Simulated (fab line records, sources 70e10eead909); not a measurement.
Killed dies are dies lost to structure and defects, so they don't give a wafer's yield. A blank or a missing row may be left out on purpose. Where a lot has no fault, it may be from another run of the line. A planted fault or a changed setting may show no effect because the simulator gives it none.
Which of the tools did it? | flow nand-harc | Sampling: 7 lots, 20 wafers, 2 of 1302 route steps

WHAT THE GAUGES SHOWED, per wafer
NHARC_END_SORT_01.
lot  | measured     | on        | killed-at-array
L443 | day 25 13:07 | prober-01 | 79 80 57
L445 | day 25 17:34 | prober-02 | 106 90 90
L448 | day 27 05:41 | prober-01 | 70 51 50
L450 | day 28 15:37 | prober-01 | 61 54 63
L453 | day 29 03:45 | prober-02 | 49 35 50
L461 | day 33 03:55 | prober-02 | 672 672
L463 | day 33 03:03 | prober-01 | 59 53 44

WHAT TOOL EACH LOT RAN ON (gives the tool, then ch and the chambers of the sampled wafers, and finally the start)
lot  | NHARC_A_ONON_D1_DEP_00
L443 | pecvd-onon-03 ch 0, day 8 11:58
L445 | pecvd-onon-03 ch 0, day 9 07:19
L448 | pecvd-onon-04 ch 0, day 10 20:01
L450 | pecvd-onon-03 ch 0, day 12 02:10
L453 | pecvd-onon-03 ch 0, day 12 13:28
L461 | pecvd-onon-03 ch 0, day 16 02:16
L463 | pecvd-onon-02 ch 0, day 16 19:35
- NHARC_A_ONON_D1_DEP_00: target thk 1000 nm.

THE ANSWER, worked out from the rows above alone
Rule: the usual values come from the lots themselves. The widest of any qualifying gaps counts: lots, ordered by their means at a reading, are off when they make up no more than a third of the lots, leave a main group of 4 or more, and stand apart from it by 3 or more times the standard deviation of that group's means. The tables above print the reading to a certain number of digits; a main group whose means all agree to those digits is not used. A lot without any number at a reading at which 4 lots or more have one is off too. The other lots that the step has rows for count as sound.
Off: L461 (NHARC_END_SORT_01, killed-at-array). Mean 63 and standard deviation 16 in the main group.
If a tool, at a process step before that reading, ran all the lots that are off and no sound lot after the first of them, it fits. Those tools and the gauges at NHARC_END_SORT_01 are tried in the same way. 2 tools fit, pecvd-onon-03 at NHARC_A_ONON_D1_DEP_00 and prober-02 at NHARC_END_SORT_01, so this cannot tell which one it is.

WHAT THE SIMULATOR HAD PUT IN
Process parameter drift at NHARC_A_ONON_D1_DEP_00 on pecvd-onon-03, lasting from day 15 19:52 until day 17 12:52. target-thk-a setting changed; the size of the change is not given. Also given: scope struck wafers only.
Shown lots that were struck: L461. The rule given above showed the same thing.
